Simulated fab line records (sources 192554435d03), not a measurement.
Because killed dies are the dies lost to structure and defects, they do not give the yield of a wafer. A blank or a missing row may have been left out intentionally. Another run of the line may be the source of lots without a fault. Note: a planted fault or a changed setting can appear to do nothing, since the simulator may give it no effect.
fab line records -- flow n5-finfet
record: lots: 7, wafers: 21
route steps=1938 shown PMOS_HMC_CHANNEL_EPI@63 FIN_SAQP@143 FIN_CUT@169 DUMMY_GATE@221 SD_EPI_P@300 HKMG_FIN@427 GATE_CUT@479
start-h: start of the lot's first displayed wafer, in hours after the record's first day -- wait-h: hours from the lot's prior step to this one -- " the same as in the row above -- L1.1+2: a row that stands for several wafers -- - no value present, or no start provided -- * or withheld: withheld -- < > ~ a bound
route shown NAME@n: names a module that has steps shown in the file, with the first one's number in the route -- usual: mean/standard deviation of fault-free wafers -- same: alike in all rows -- chamber/n: place in a boat -- sites: the reading at each site -- _std_site: the values' standard deviation -- _edge_site: the outer-site mean with the inner-site mean subtracted -- radius-mm: how far each site lies from the wafer's centre -- mask NAME#n: copy n -- behind: the tool/chamber that last shaped the wafer -- hold: cause of the lot's hold/its duration in hours/its outcome -- device: names the non-switching transistor (n, p or np) -- end of line: the tests these same wafers got at the end of their route -- a step given without rows: its recipe and nothing more -- killed: dies that structure and defects cost at the first sort, which is not the same as the wafer's yield -- map: per-die view of a wafer (x killed, . not killed, _ where there is no die)
set.NAME: the setting as run; set.NAME@STEP: as run at that earlier step -- model.NAME: the simulator's own value behind a step, which no gauge read
lots with deliberately changed settings; one table per step, one row per wafer
== steps ==
step: N5_PMOS_HMC_CHANNEL_EPI_PEB_07
recipe: peb-temp-c: 110, peb-time-s: 60, resist: CAR-ArF-block
lot.wafer,tool,chamber,start-h,wait-h,set.peb-temp-c
L080.1+2+5,litho-track-05,0,53.04,0.1,110
L087.1+4,litho-track-02,0,95.92,0.1,108.8
L087.2,litho-track-02,0,95.92,0.1,110
L090.1+5,litho-track-04,0,113.24,0.1,110
L090.6,litho-track-04,0,113.24,0.1,111.1
L091.1+5,litho-track-04,0,119.66,0.1,111.3
L091.6,litho-track-04,0,119.66,0.1,110
L093.1+2+5,litho-track-05,0,131.64,0.1,110
L095.1+6,litho-track-05,0,143.14,0.1,110
L095.3,litho-track-05,0,143.14,0.1,111.2
L096.1+3+6,litho-track-05,0,149.82,0.1,107.6
step: N5_PMOS_HMC_CHANNEL_EPI_DEVELOP_08
recipe: develop-time-s: 30, developer: TMAH, resist: CAR-ArF-block, dev-temp-c: 23, rinse-liquid: diw, dry: air-spin
step: N5_PMOS_HMC_CHANNEL_EPI_CD_MEAS_09
recipe: target-cd-nm: 237.4, landing-energy-ev: 500, detector: se-inlens
usual: cd-nm: 237.4/1.1
lot.wafer,tool,chamber,start-h,wait-h,set.peb-temp-c@PMOS_HMC_CHANNEL_EPI_PEB_07,cd-nm
L080.1,cd-sem-03,0,53.11,-,110,237.9
L080.2,cd-sem-03,0,53.11,-,110,236.7
L080.5,cd-sem-03,0,53.11,-,110,237.1
L087.1,cd-sem-03,0,95.99,-,108.8,233.4
L087.2,cd-sem-03,0,95.99,-,110,237.7
L087.4,cd-sem-03,0,95.99,-,108.8,233.9
L090.1,cd-sem-03,0,113.31,-,110,239.5
L090.5,cd-sem-03,0,113.31,-,110,238.4
L090.6,cd-sem-03,0,113.31,-,111.1,242.2
L091.1,cd-sem-03,0,119.72,-,111.3,242.3
L091.5,cd-sem-03,0,119.72,-,111.3,243.3
L091.6,cd-sem-03,0,119.72,-,110,238.7
L093.1,cd-sem-02,0,131.71,-,110,236.8
L093.2,cd-sem-02,0,131.71,-,110,236.7
L093.5,cd-sem-02,0,131.71,-,110,237.4
L095.1,cd-sem-03,0,143.21,-,110,237.2
L095.3,cd-sem-03,0,143.21,-,111.2,240.0
L095.6,cd-sem-03,0,143.21,-,110,237.9
L096.1,cd-sem-03,0,149.88,-,107.6,231.6
L096.3,cd-sem-03,0,149.88,-,107.6,230.3
L096.6,cd-sem-03,0,149.88,-,107.6,231.8
step: N5_PMOS_HMC_CHANNEL_EPI_DESCUM_14
recipe: chemistry: O2, time-s: 7.9, source-power-w: 50, bias-power-w: 20, pressure-mtorr: 20, rf-frequency-hz: 2.712e+07, temp-c: 40, resist: CAR-ArF-block, o2-flow-sccm: 225
lot.wafer,tool,chamber,start-h,wait-h,set.peb-temp-c@PMOS_HMC_CHANNEL_EPI_PEB_07,model.PMOS_HMC_CHANNEL_EPI.cd-nm
L080.1,rie-diel-04,1,53.20,0.0,110,237.9
L080.2,rie-diel-04,3,53.20,0.0,110,236.8
L080.5,rie-diel-04,2,53.20,0.0,110,236.9
L087.1,rie-diel-05,0,96.08,0.0,108.8,233.2
L087.2,rie-diel-05,3,96.08,0.0,110,237.9
L087.4,rie-diel-05,1,96.08,0.0,108.8,233.8
L090.1,rie-diel-05,2,113.46,0.1,110,239
L090.5,rie-diel-05,0,113.46,0.1,110,238.5
L090.6,rie-diel-05,1,113.46,0.1,111.1,242.4
L091.1,rie-diel-05,0,119.81,0.0,111.3,242.2
L091.5,rie-diel-05,3,119.81,0.0,111.3,243.1
L091.6,rie-diel-05,2,119.81,0.0,110,238.8
L093.1,rie-diel-03,1,131.98,0.2,110,236.5
L093.2,rie-diel-03,0,131.98,0.2,110,236.7
L093.5,rie-diel-03,2,131.98,0.2,110,237.3
L095.1,rie-diel-04,2,143.30,0.0,110,236.9
L095.3,rie-diel-04,1,143.30,0.0,111.2,240.2
L095.6,rie-diel-04,1,143.30,0.0,110,237.8
L096.1,rie-diel-05,0,149.98,0.0,107.6,231.3
L096.3,rie-diel-05,2,149.98,0.0,107.6,230.4
L096.6,rie-diel-05,0,149.98,0.0,107.6,231.6
step: N5_PMOS_HMC_CHANNEL_EPI_ETCH_32
recipe: chemistry: N2/H2, target: BARC, stop-on: SiO2, target-depth-a: 858, over-etch-frac: 0.3, time-s: 50.3, ion-energy-ev: 200, mask-material: CAR-ArF-block, pressure-mtorr: 30, source-w: 840, bias-w: 150, n2-flow-sccm: 200, h2-flow-sccm: 200
usual: rf-vpp-V: 523.0/2.6
lot.wafer,tool,chamber,start-h,wait-h,set.bias-w,set.peb-temp-c@PMOS_HMC_CHANNEL_EPI_PEB_07,rf-vpp-V,model.PMOS_HMC_CHANNEL_EPI.cd-nm
L080.1,rie-diel-04,1,53.23,0.0,150,110,520.5,238.5
L080.2,rie-diel-04,3,53.23,0.0,137.5,110,495.7,239.2
L080.5,rie-diel-04,2,53.23,0.0,150,110,519.7,238.1
L087.1,rie-diel-05,0,96.12,0.0,150,108.8,523.4,236.3
L087.2,rie-diel-05,3,96.12,0.0,150,110,521.3,240.3
L087.4,rie-diel-05,1,96.12,0.0,150,108.8,522.7,235.7
L090.1,rie-diel-05,2,113.49,0.0,175.6,110,582.7,242.4
L090.5,rie-diel-05,0,113.49,0.0,150,110,523.2,241.9
L090.6,rie-diel-05,1,113.49,0.0,175.6,111.1,576.6,245.3
L091.1,rie-diel-05,0,119.85,0.0,150,111.3,523.3,245.3
L091.5,rie-diel-05,3,119.85,0.0,157.4,111.3,536.9,245.1
L091.6,rie-diel-05,2,119.85,0.0,150,110,528.3,241.7
L093.1,rie-diel-03,1,132.01,0.0,150,110,520.9,240.1
L093.2,rie-diel-03,0,132.01,0.0,150,110,524.9,239.5
L093.5,rie-diel-03,2,132.01,0.0,150,110,525.7,239.6
L095.1,rie-diel-04,2,143.33,0.0,140.3,110,498.1,239.5
L095.3,rie-diel-04,1,143.33,0.0,140.3,111.2,499.5,242
L095.6,rie-diel-04,1,143.33,0.0,150,110,521.7,239.9
L096.1,rie-diel-05,0,150.02,0.0,172.8,107.6,572.1,234.4
L096.3,rie-diel-05,2,150.02,0.0,150,107.6,529.1,234
L096.6,rie-diel-05,0,150.02,0.0,172.8,107.6,571.0,235.1
step: N5_FIN_SAQP_ETCH_34
recipe: chemistry: C4F6/O2, target: SiO2, target-depth-a: 450, time-s: 15, ion-energy-ev: 250, pressure-mtorr: 30, source-w: 345, bias-w: 185, Ar_flow_sccm: 300, C4F6_flow_sccm: 10, O2_flow_sccm: 10, ends: cleared
usual: etch-rf-on-time-s: 14.86/0.28
lot.wafer,tool,chamber,start-h,wait-h,set.source-w,etch-rf-on-time-s
L080.1,rie-diel-02,2,62.19,0.0,322.1,15.32
L080.2,rie-diel-02,3,62.19,0.0,322.1,15.62
L080.5,rie-diel-02,3,62.19,0.0,345,15.22
L087.1,rie-diel-01,3,105.00,0.0,395.6,14.18
L087.2,rie-diel-01,1,105.00,0.0,395.6,14.32
L087.4,rie-diel-01,2,105.00,0.0,345,14.98
L090.1,rie-diel-01,3,122.30,0.0,345,14.89
L090.5,rie-diel-01,1,122.30,0.0,345,15.01
L090.6,rie-diel-01,2,122.30,0.0,345,14.99
L091.1,rie-diel-01,2,128.03,0.0,377.9,14.42
L091.5,rie-diel-01,0,128.03,0.0,345,15.00
L091.6,rie-diel-01,1,128.03,0.0,377.9,14.42
L093.1,rie-diel-06,2,140.59,0.0,345,14.73
L093.2,rie-diel-06,1,140.59,0.0,345,14.25
L093.5,rie-diel-06,2,140.59,0.0,345,14.69
L095.1,rie-diel-06,1,152.07,0.0,367.5,14.18
L095.3,rie-diel-06,0,152.07,0.0,345,14.57
L095.6,rie-diel-06,1,152.07,0.0,367.5,14.26
L096.1,rie-diel-01,3,158.21,0.0,310.3,15.58
L096.3,rie-diel-01,1,158.21,0.0,345,15.16
L096.6,rie-diel-01,0,158.21,0.0,345,15.14
step: N5_FIN_SAQP_FIN_ETCH_36
recipe: chemistry: HBr/Cl2/O2, target-depth-a: 1200, mask-material: SiNx, time-s: 50.4, bias-w: 102, pressure-mtorr: 10, icp-w: 800, HBr_flow_sccm: 150, Cl2_flow_sccm: 80, O2_flow_sccm: 12
lot.wafer,tool,chamber,start-h,wait-h,set.icp-w,model.FIN_SAQP.feature-depth-nm,model.etch.depth-nm
L080.1,rie-si-05,1,62.41,0.0,857.6,123.8,123.8
L080.2,rie-si-05,2,62.41,0.0,857.6,125.8,125.7
L080.5,rie-si-05,3,62.41,0.0,800,117.8,117.8
L087.1,rie-si-04,0,105.22,0.0,800,123.4,123.3
L087.2,rie-si-04,1,105.22,0.0,893.6,125.2,125.1
L087.4,rie-si-04,2,105.22,0.0,893.6,127.6,127.6
L090.1,rie-si-04,2,122.52,0.0,800,120.4,120.3
L090.5,rie-si-04,2,122.52,0.0,921.6,129.2,129.3
L090.6,rie-si-04,3,122.52,0.0,921.6,129,129
L091.1,rie-si-01,2,128.26,0.0,800,119,119
L091.5,rie-si-01,1,128.26,0.0,800,120.2,120.2
L091.6,rie-si-01,0,128.26,0.0,800,116.6,116.6
L093.1,rie-si-04,0,140.81,0.0,800,121.6,121.7
L093.2,rie-si-04,2,140.81,0.0,800,120,120
L093.5,rie-si-04,1,140.81,0.0,800,120.8,120.9
L095.1,rie-si-04,2,152.30,0.0,800,120,120
L095.3,rie-si-04,3,152.30,0.0,800,121.8,121.7
L095.6,rie-si-04,0,152.30,0.0,800,123,123.1
L096.1,rie-si-04,0,158.42,0.0,800,124,124
L096.3,rie-si-04,2,158.42,0.0,800,121.2,121.1
L096.6,rie-si-04,2,158.42,0.0,887.1,127.8,127.7
step: N5_FIN_SAQP_PRECLEAN_38
recipe: chemistry: O3/DIW, time-s: 45, temp-c: 22, o3-ppm: 10
step: N5_FIN_SAQP_PRECLEAN_45
recipe: chemistry: dHF, time-s: 10, dilution: 500:1, temp-c: 25
step: N5_FIN_SAQP_SRD_39
recipe: dry: ipa-marangoni, time-s: 30, temp-c: 23, rinse-liquid: diw
step: N5_FIN_SAQP_OCD_MEAS_76
usual: trench-depth-nm: 120.2/2.2
lot.wafer,tool,chamber,start-h,wait-h,set.icp-w@FIN_SAQP_FIN_ETCH_36,trench-depth-nm
L080.1,ocd-01,-,62.63,0.0,857.6,123.6
L080.2,ocd-01,-,62.63,0.0,857.6,125.4
L080.5,ocd-01,-,62.63,0.0,800,117.3
L087.1,ocd-02,-,105.44,0.0,800,123.0
L087.2,ocd-02,-,105.44,0.0,893.6,124.9
L087.4,ocd-02,-,105.44,0.0,893.6,127.8
L090.1,ocd-02,-,122.74,0.0,800,120.6
L090.5,ocd-02,-,122.74,0.0,921.6,129.6
L090.6,ocd-02,-,122.74,0.0,921.6,129.2
L091.1,ocd-02,-,128.48,0.0,800,119.2
L091.5,ocd-02,-,128.48,0.0,800,119.3
L091.6,ocd-02,-,128.48,0.0,800,116.9
L093.1,ocd-01,-,141.03,0.0,800,121.4
L093.2,ocd-01,-,141.03,0.0,800,119.5
L093.5,ocd-01,-,141.03,0.0,800,120.8
L095.1,ocd-02,-,152.52,0.0,800,120.2
L095.3,ocd-02,-,152.52,0.0,800,121.7
L095.6,ocd-02,-,152.52,0.0,800,123.3
L096.1,ocd-01,-,158.64,0.0,800,123.6
L096.3,ocd-01,-,158.64,0.0,800,121.1
L096.6,ocd-01,-,158.64,0.0,887.1,127.3
step: N5_FIN_CUT_ETCH_21
recipe: chemistry: N2/H2, target: SOC, target-depth-a: 2190, overetch-a: 438, mask-material: SiARC, temp-c: 40, ion-energy-ev: 100, bias-w: 61, time-s: 523.5, pressure-mtorr: 30, source-w: 850, n2-flow-sccm: 200, h2-flow-sccm: 200
lot.wafer,tool,chamber,start-h,wait-h,set.time-s,model.SiARC_of_FIN_CUT_COAT_19.thk-nm
L080.1,rie-diel-03,0,63.20,0.0,523.5,11.8
L080.2+5,rie-diel-03,"3,1",63.20,0.0,467.7,12.6
L087.1+4,rie-diel-04,"3,0",106.11,0.0,475.5,12.6
L087.2,rie-diel-04,1,106.11,0.0,523.5,11.8
L090.1,rie-diel-03,1,123.29,0.0,554.3,11.4
L090.5,rie-diel-03,3,123.29,0.0,523.5,11.8
L090.6,rie-diel-03,2,123.29,0.0,523.5,12
L091.1,rie-diel-05,3,129.16,0.0,465.7,13
L091.5,rie-diel-05,1,129.16,0.0,523.5,12
L091.6,rie-diel-05,0,129.16,0.0,465.7,12.8
L093.1+2+5,rie-diel-05,"3,1,1",141.74,0.0,523.5,12
L095.1+6,rie-diel-03,"0,2",153.29,0.0,523.5,12
L095.3,rie-diel-03,3,153.29,0.0,463.6,12.8
L096.1,rie-diel-03,1,159.32,0.0,409.8,13.6
L096.3+6,rie-diel-03,0,159.32,0.0,523.5,11.8
step: N5_DUMMY_GATE_PECVD_30
recipe: material: SiO2, target-thk-a: 550, temp-c: 400, precursor: TEOS/O2, pressure-torr: 6.5, rf-w: withheld, teos-flow-sccm: withheld, gas: O2, flow-sccm: 2650, time-s: 10.8
lot.wafer,tool,chamber,start-h,wait-h,set.time-s,model.SiO2_of_DUMMY_GATE_PECVD_30.thk-nm
L080.1,pecvd-01,0,82.30,0.0,10.8,53.8
L080.2,pecvd-01,1,82.30,0.0,10.8,55.6
L080.5,pecvd-01,2,82.30,0.0,11.88,61
L087.1,pecvd-02,1,126.41,0.0,9.447,47.8
L087.2,pecvd-02,0,126.41,0.0,10.8,53.2
L087.4,pecvd-02,1,126.41,0.0,9.447,48
L090.1,pecvd-04,0,141.16,0.0,12.08,60
L090.5,pecvd-04,0,141.16,0.0,12.08,60.6
L090.6,pecvd-04,1,141.16,0.0,10.8,54.4
L091.1,pecvd-04,1,152.52,0.0,10.8,55
L091.5,pecvd-04,0,152.52,0.0,10.09,52
L091.6,pecvd-04,1,152.52,0.0,10.8,55.2
L093.1,pecvd-04,0,160.43,0.0,10.8,53.4
L093.2,pecvd-04,1,160.43,0.0,10.8,54.2
L093.5,pecvd-04,0,160.43,0.0,10.8,55.4
L095.1,pecvd-02,1,171.39,0.0,10.8,55.2
L095.3,pecvd-02,2,171.39,0.0,10.8,54.8
L095.6,pecvd-02,1,171.39,0.0,10.8,56
L096.1+3,pecvd-02,"1,2",178.67,0.0,10.8,54.8
L096.6,pecvd-02,2,178.67,0.0,9.2,47.8
step: N5_DUMMY_GATE_COAT_34
recipe: resist: SOC, temp-c: 250, time-s: 60, spin-rpm: 1500, resist-thk-nm: 60
step: N5_DUMMY_GATE_COAT_35
recipe: resist: SiARC, temp-c: 220, time-s: 60, spin-rpm: 1500, resist-thk-nm: 10
step: N5_DUMMY_GATE_HM_OPEN_21
recipe: chemistry: CH3F/O2, target: SiNx, target-depth-a: 1200, Ar_flow_sccm: 150, CH3F_flow_sccm: 30, O2_flow_sccm: 23, time-s: 171.4, pressure-mtorr: 30, source-w: 395, bias-w: 73, ion-energy-ev: 120.7
step: N5_DUMMY_GATE_ETCH_32
recipe: chemistry: CF4, target: SiO2, target-depth-a: 35, time-s: 3.9, ion-energy-ev: 350, pressure-mtorr: 10, icp-w: 800, bias-w: 400, cf4-flow-sccm: 80
step: N5_DUMMY_GATE_ETCH_23
recipe: chemistry: HBr/Cl2/O2, HBr_flow_sccm: 150, Cl2_flow_sccm: 80, O2_flow_sccm: 12, bias-w: 102, target-depth-a: 410, time-s: 22.3, target: poly-Si, mask-material: SiO2, pressure-mtorr: 10, icp-w: 800
lot.wafer,tool,chamber,start-h,wait-h,set.time-s@DUMMY_GATE_PECVD_30,model.SiO2_of_DUMMY_GATE_PECVD_30.thk-nm
L080.1,rie-si-06,1,83.45,0.0,10.8,37.6
L080.2,rie-si-06,2,83.45,0.0,10.8,39.6
L080.5,rie-si-06,3,83.45,0.0,11.88,45
L087.1,rie-si-02,3,127.72,0.0,9.447,31.6
L087.2,rie-si-02,0,127.72,0.0,10.8,37.4
L087.4,rie-si-02,2,127.72,0.0,9.447,32
L090.1,rie-si-02,2,142.49,0.0,12.08,43.8
L090.5,rie-si-02,0,142.49,0.0,12.08,44.6
L090.6,rie-si-02,1,142.49,0.0,10.8,38.4
L091.1+6,rie-si-02,1,153.88,0.0,10.8,39
L091.5,rie-si-02,0,153.88,0.0,10.09,36
L093.1,rie-si-02,2,161.59,0.0,10.8,37.2
L093.2,rie-si-02,1,161.59,0.0,10.8,38.2
L093.5,rie-si-02,1,161.59,0.0,10.8,39.4
L095.1,rie-si-02,1,172.62,0.0,10.8,39
L095.3,rie-si-02,2,172.62,0.0,10.8,38.6
L095.6,rie-si-02,3,172.62,0.0,10.8,39.8
L096.1,rie-si-03,3,179.83,0.0,10.8,39
L096.3,rie-si-03,1,179.83,0.0,10.8,38.8
L096.6,rie-si-03,1,179.83,0.0,9.2,31.6
step: N5_SD_EPI_P_EXPOSE_06
recipe: mask-id: SD_P_BLK, na: 1.35, source-shape: conventional, sigma-outer: 0.8, polarization: unpolarized, target-cd-nm: 240, dose-mj: 39.5
lot.wafer,tool,chamber,start-h,wait-h,mask,set.dose-mj
L080.1,arfi-scanner-02,0,91.26,-,SD_P_BLK#0,39.5
L080.2+5,arfi-scanner-02,0,91.26,-,SD_P_BLK#0,38.59
L087.1+4,arfi-scanner-03,0,133.52,-,SD_P_BLK#0,39.5
L087.2,arfi-scanner-03,0,133.52,-,SD_P_BLK#0,41.9
L090.1,arfi-scanner-01,0,149.64,-,SD_P_BLK#0,39.5
L090.5+6,arfi-scanner-01,0,149.64,-,SD_P_BLK#0,36.92
L091.1,arfi-scanner-01,0,159.52,-,SD_P_BLK#0,38.55
L091.5+6,arfi-scanner-01,0,159.52,-,SD_P_BLK#0,39.5
L093.1+2+5,arfi-scanner-01,0,168.08,-,SD_P_BLK#0,39.5
L095.1+3,arfi-scanner-03,0,179.16,-,SD_P_BLK#0,39.5
L095.6,arfi-scanner-03,0,179.16,-,SD_P_BLK#0,41.23
L096.1+6,arfi-scanner-03,0,185.73,-,SD_P_BLK#0,42.12
L096.3,arfi-scanner-03,0,185.73,-,SD_P_BLK#0,39.5
step: N5_SD_EPI_P_PEB_07
recipe: peb-temp-c: 110, peb-time-s: 60, resist: CAR-ArF-block
step: N5_SD_EPI_P_DEVELOP_08
recipe: develop-time-s: 30, developer: TMAH, resist: CAR-ArF-block, dev-temp-c: 23, rinse-liquid: diw, dry: air-spin
step: N5_SD_EPI_P_CD_MEAS_09
recipe: target-cd-nm: 240, landing-energy-ev: 500, detector: se-inlens
usual: cd-nm: 239.8/0.87
lot.wafer,tool,chamber,start-h,wait-h,set.dose-mj@SD_EPI_P_EXPOSE_06,cd-nm
L080.1,cd-sem-02,0,91.38,-,39.5,240.8
L080.2,cd-sem-02,0,91.38,-,38.59,240.0
L080.5,cd-sem-02,0,91.38,-,38.59,239.5
L087.1,cd-sem-03,0,133.65,-,39.5,238.2
L087.2,cd-sem-03,0,133.65,-,41.9,243.1
L087.4,cd-sem-03,0,133.65,-,39.5,238.1
L090.1,cd-sem-03,0,149.76,-,39.5,240.3
L090.5,cd-sem-03,0,149.76,-,36.92,236.6
L090.6,cd-sem-03,0,149.76,-,36.92,235.8
L091.1,cd-sem-03,0,159.64,-,38.55,237.5
L091.5,cd-sem-03,0,159.64,-,39.5,238.8
L091.6,cd-sem-03,0,159.64,-,39.5,238.4
L093.1,cd-sem-01,0,168.20,-,39.5,240.4
L093.2,cd-sem-01,0,168.20,-,39.5,239.2
L093.5,cd-sem-01,0,168.20,-,39.5,240.1
L095.1,cd-sem-02,0,179.29,-,39.5,241.4
L095.3,cd-sem-02,0,179.29,-,39.5,240.1
L095.6,cd-sem-02,0,179.29,-,41.23,242.5
L096.1,cd-sem-01,0,185.86,-,42.12,243.9
L096.3,cd-sem-01,0,185.86,-,39.5,240.0
L096.6,cd-sem-01,0,185.86,-,42.12,243.6
step: N5_SD_EPI_P_DESCUM_14
recipe: chemistry: O2, time-s: 7.9, source-power-w: 50, bias-power-w: 20, pressure-mtorr: 20, rf-frequency-hz: 2.712e+07, temp-c: 40, resist: CAR-ArF-block, o2-flow-sccm: 225
lot.wafer,tool,chamber,start-h,wait-h,set.time-s,set.dose-mj@SD_EPI_P_EXPOSE_06,model.CAR-ArF-block_of_SD_EPI_P_COAT_03.thk-nm,model.SD_EPI_P.cd-nm
L080.1,rie-diel-05,3,91.47,0.0,7.9,39.5,144.6,240.8
L080.2,rie-diel-05,1,91.47,0.0,7.9,38.59,144.2,240
L080.5,rie-diel-05,0,91.47,0.0,7.9,38.59,143.8,239.8
L087.1,rie-diel-03,1,133.73,0.0,9.64,39.5,143,238.2
L087.2,rie-diel-03,0,133.73,0.0,7.9,41.9,144.2,243.2
L087.4,rie-diel-03,2,133.73,0.0,7.9,39.5,143.8,238.4
L090.1,rie-diel-03,3,149.85,0.0,6.307,39.5,144.6,240.2
L090.5,rie-diel-03,0,149.85,0.0,7.9,36.92,143.6,236.4
L090.6,rie-diel-03,1,149.85,0.0,6.307,36.92,144.4,235.4
L091.1,rie-diel-04,1,159.73,0.0,6.389,38.55,145.6,237.6
L091.5,rie-diel-04,1,159.73,0.0,6.389,39.5,145.4,238.8
L091.6,rie-diel-04,2,159.73,0.0,7.9,39.5,144.4,238.6
L093.1,rie-diel-04,1,168.29,0.0,7.9,39.5,143.6,240.6
L093.2,rie-diel-04,0,168.29,0.0,7.9,39.5,143.6,239.6
L093.5,rie-diel-04,0,168.29,0.0,7.9,39.5,144,239.6
L095.1,rie-diel-03,0,179.38,0.0,7.9,39.5,144,241.2
L095.3,rie-diel-03,1,179.38,0.0,7.9,39.5,143.6,240
L095.6,rie-diel-03,2,179.38,0.0,7.9,41.23,144,242.4
L096.1,rie-diel-05,1,186.01,0.1,7.9,42.12,143.6,243.8
L096.3,rie-diel-05,3,186.01,0.1,7.9,39.5,143.4,239.4
L096.6,rie-diel-05,0,186.01,0.1,7.9,42.12,143.4,243.6
step: N5_HKMG_FIN_EXPOSE_09
recipe: mask-id: NWFM, na: 1.35, source-shape: conventional, sigma-outer: 0.8, polarization: unpolarized, dose-mj: 39.25
lot.wafer,tool,chamber,start-h,wait-h,mask,set.dose-mj
L080.1+2,arfi-scanner-02,0,112.97,-,NWFM#0,39.25
L080.5,arfi-scanner-02,0,112.97,-,NWFM#0,38.23
L087.1+2+4,arfi-scanner-03,0,154.19,-,NWFM#0,39.25
L090.1+5+6,arfi-scanner-03,0,170.07,-,NWFM#0,39.25
L091.1,arfi-scanner-01,0,179.91,-,NWFM#0,39.25
L091.5+6,arfi-scanner-01,0,179.91,-,NWFM#0,41.49
L093.1+2+5,arfi-scanner-03,0,190.97,-,NWFM#0,39.25
L095.1,arfi-scanner-03,0,200.23,-,NWFM#0,37.47
L095.3+6,arfi-scanner-03,0,200.23,-,NWFM#0,39.25
L096.1+3+6,arfi-scanner-02,0,206.54,-,NWFM#0,39.25
step: N5_HKMG_FIN_PEB_10
recipe: peb-temp-c: withheld, peb-time-s: 60, resist: CAR-ArF
step: N5_HKMG_FIN_DEVELOP_11
recipe: develop-time-s: 30, developer: TMAH, resist: CAR-ArF, dev-temp-c: 23, rinse-liquid: diw, dry: air-spin
step: N5_HKMG_FIN_CD_MEAS_12
recipe: target-cd-nm: 92.8, landing-energy-ev: 500, detector: se-inlens
usual: cd-nm: 92.9/0.6
lot.wafer,tool,chamber,start-h,wait-h,set.dose-mj@HKMG_FIN_EXPOSE_09,cd-nm
L080.1,cd-sem-02,0,113.10,-,39.25,92.0
L080.2,cd-sem-02,0,113.10,-,39.25,92.2
L080.5,cd-sem-02,0,113.10,-,38.23,90.6
L087.1,cd-sem-02,0,154.31,-,39.25,92.9
L087.2,cd-sem-02,0,154.31,-,39.25,92.6
L087.4,cd-sem-02,0,154.31,-,39.25,92.7
L090.1,cd-sem-01,0,170.19,-,39.25,92.4
L090.5,cd-sem-01,0,170.19,-,39.25,92.4
L090.6,cd-sem-01,0,170.19,-,39.25,92.4
L091.1,cd-sem-02,0,180.04,-,39.25,92.8
L091.5,cd-sem-02,0,180.04,-,41.49,96.3
L091.6,cd-sem-02,0,180.04,-,41.49,96.7
L093.1,cd-sem-02,0,191.09,-,39.25,92.9
L093.2,cd-sem-02,0,191.09,-,39.25,92.7
L093.5,cd-sem-02,0,191.09,-,39.25,92.9
L095.1,cd-sem-01,0,200.36,-,37.47,89.7
L095.3,cd-sem-01,0,200.36,-,39.25,93.3
L095.6,cd-sem-01,0,200.36,-,39.25,93.0
L096.1,cd-sem-01,0,206.66,-,39.25,92.4
L096.3,cd-sem-01,0,206.66,-,39.25,92.3
L096.6,cd-sem-01,0,206.66,-,39.25,91.9
step: N5_GATE_CUT_COAT_35
recipe: resist: SiARC, temp-c: 220, time-s: 60, spin-rpm: 1500, resist-thk-nm: 10
lot.wafer,tool,chamber,start-h,wait-h,set.spin-rpm,model.SiARC_of_GATE_CUT_COAT_35.thk-nm
L080.1+5,litho-track-03,0,-,-,1500,10
L080.2,litho-track-03,0,-,-,1577,9.8
L087.1+2,litho-track-02,0,-,-,1663,9.4
L087.4,litho-track-02,0,-,-,1500,10
L090.1+5,litho-track-03,0,-,-,1500,10
L090.6,litho-track-03,0,-,-,1349,10.6
L091.1+6,litho-track-03,0,-,-,1500,10
L091.5,litho-track-03,0,-,-,1344,10.6
L093.1+2+5,litho-track-03,0,-,-,1500,10
L095.1,litho-track-04,0,-,-,1500,10
L095.3+6,litho-track-04,0,-,-,1355,10.6
L096.1+3+6,litho-track-03,0,-,-,1500,10
== key ==
split: step: N5_PMOS_HMC_CHANNEL_EPI_PEB_07, setting: peb-temp-c, stated: 110, by: wafer
response: step: N5_PMOS_HMC_CHANNEL_EPI_CD_MEAS_09, reading: cd-nm, change: +3.18, per: 1%, r: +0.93
response: step: N5_PMOS_HMC_CHANNEL_EPI_DESCUM_14, reading: model.PMOS_HMC_CHANNEL_EPI.cd-nm, change: +3.36, per: 1%, r: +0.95
response: step: N5_PMOS_HMC_CHANNEL_EPI_ETCH_32, reading: model.PMOS_HMC_CHANNEL_EPI.cd-nm, change: +3, per: 1%, r: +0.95
split: step: N5_PMOS_HMC_CHANNEL_EPI_ETCH_32, setting: bias-w, stated: 150, by: wafer
response: step: N5_PMOS_HMC_CHANNEL_EPI_ETCH_32, reading: rf-vpp-V, change: +3.06, per: 1%, r: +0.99
split: step: N5_FIN_SAQP_ETCH_34, setting: source-w, stated: 345, by: wafer
response: step: N5_FIN_SAQP_ETCH_34, reading: etch-rf-on-time-s, change: *, per: 1%, r: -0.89
split: step: N5_FIN_SAQP_FIN_ETCH_36, setting: icp-w, stated: 800, by: wafer
response: step: N5_FIN_SAQP_FIN_ETCH_36, reading: model.FIN_SAQP.feature-depth-nm, change: +0.51, per: 1%, r: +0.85
response: step: N5_FIN_SAQP_FIN_ETCH_36, reading: model.etch.depth-nm, change: +0.514, per: 1%, r: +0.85
response: step: N5_FIN_SAQP_OCD_MEAS_76, reading: trench-depth-nm, change: +0.518, per: 1%, r: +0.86
split: step: N5_FIN_CUT_ETCH_21, setting: time-s, stated: 523.5, by: wafer
response: step: N5_FIN_CUT_ETCH_21, reading: model.SiARC_of_FIN_CUT_COAT_19.thk-nm, change: -0.0805, per: 1%, r: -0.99
split: step: N5_DUMMY_GATE_PECVD_30, setting: time-s, stated: 10.8, by: wafer
response: step: N5_DUMMY_GATE_PECVD_30, reading: model.SiO2_of_DUMMY_GATE_PECVD_30.thk-nm, change: +0.49, per: 1%, r: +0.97
response: step: N5_DUMMY_GATE_ETCH_23, reading: model.SiO2_of_DUMMY_GATE_PECVD_30.thk-nm, change: +0.501, per: 1%, r: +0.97
split: step: N5_SD_EPI_P_EXPOSE_06, setting: dose-mj, stated: 39.5, by: wafer
response: step: N5_SD_EPI_P_CD_MEAS_09, reading: cd-nm, change: +0.618, per: 1%, r: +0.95
response: step: N5_SD_EPI_P_DESCUM_14, reading: model.SD_EPI_P.cd-nm, change: +0.643, per: 1%, r: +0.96
split: step: N5_SD_EPI_P_DESCUM_14, setting: time-s, stated: 7.9, by: wafer
response: step: N5_SD_EPI_P_DESCUM_14, reading: model.CAR-ArF-block_of_SD_EPI_P_COAT_03.thk-nm, change: -0.0487, per: 1%, r: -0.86
split: step: N5_HKMG_FIN_EXPOSE_09, setting: dose-mj, stated: 39.25, by: wafer
response: step: N5_HKMG_FIN_CD_MEAS_12, reading: cd-nm, change: +0.677, per: 1%, r: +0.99
split: step: N5_GATE_CUT_COAT_35, setting: spin-rpm, stated: 1500, by: wafer
response: step: N5_GATE_CUT_COAT_35, reading: model.SiARC_of_GATE_CUT_COAT_35.thk-nm, change: -0.0573, per: 1%, r: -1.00
